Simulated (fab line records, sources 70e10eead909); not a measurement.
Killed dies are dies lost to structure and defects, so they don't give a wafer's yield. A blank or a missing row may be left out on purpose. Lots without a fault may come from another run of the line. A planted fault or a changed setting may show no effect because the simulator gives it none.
Chamber matching | flow nand_harc | NHARC_A_STAIRCASE_TRIM_220 on rie_diel-09: 4 sister chambers
The step chemistry O2, time 211.2 s. 4 wafers are shown with their chamber, then 6 later ones without.

WAFERS WITH THEIR CHAMBER
wafer  | chamber | showerhead_plenum_p_Torr (Torr)
L258.3 | 2       | 3.58
L258.6 | 1       | 3.64
L261.4 | 0       | 3.63
L264.5 | 3       | 3.76

WAFERS WITHOUT THEIR CHAMBER
wafer  | showerhead_plenum_p_Torr (Torr)
L276.3 | 3.62
L276.4 | 3.60
L276.5 | 3.74
L277.1 | 3.60
L277.4 | 3.61
L277.5 | 3.73

WHICH CHAMBER EACH WENT THROUGH
wafer  | from the rows above          | in truth
L276.3 | can't be placed: 0 or 1 or 2 | 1
L276.4 | can't be placed: 2 or 0 or 1 | 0
L276.5 | 3                            | 3
L277.1 | can't be placed: 2 or 0 or 1 | 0
L277.4 | can't be placed: 0 or 2 or 1 | 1
L277.5 | 3                            | 3
Placed correctly: 2 of 6. Can't be placed from these rows: 4 (the true chamber is among the candidates in 4). Placed wrongly: 0.
How it was worked out, from the rows above alone: a wafer's distance from a chamber is the root of the sum, over the readings, of the square of ((its reading less the chamber's mean) divided by the reading's scatter). The wafer belongs to the nearest chamber; if the next one is less than 2 further off, it can't be placed. A chamber's mean is the mean of its shown wafers. The scatter: with one shown wafer a chamber, the root of the mean of the squares of how far each hidden wafer lies from its nearest shown one.
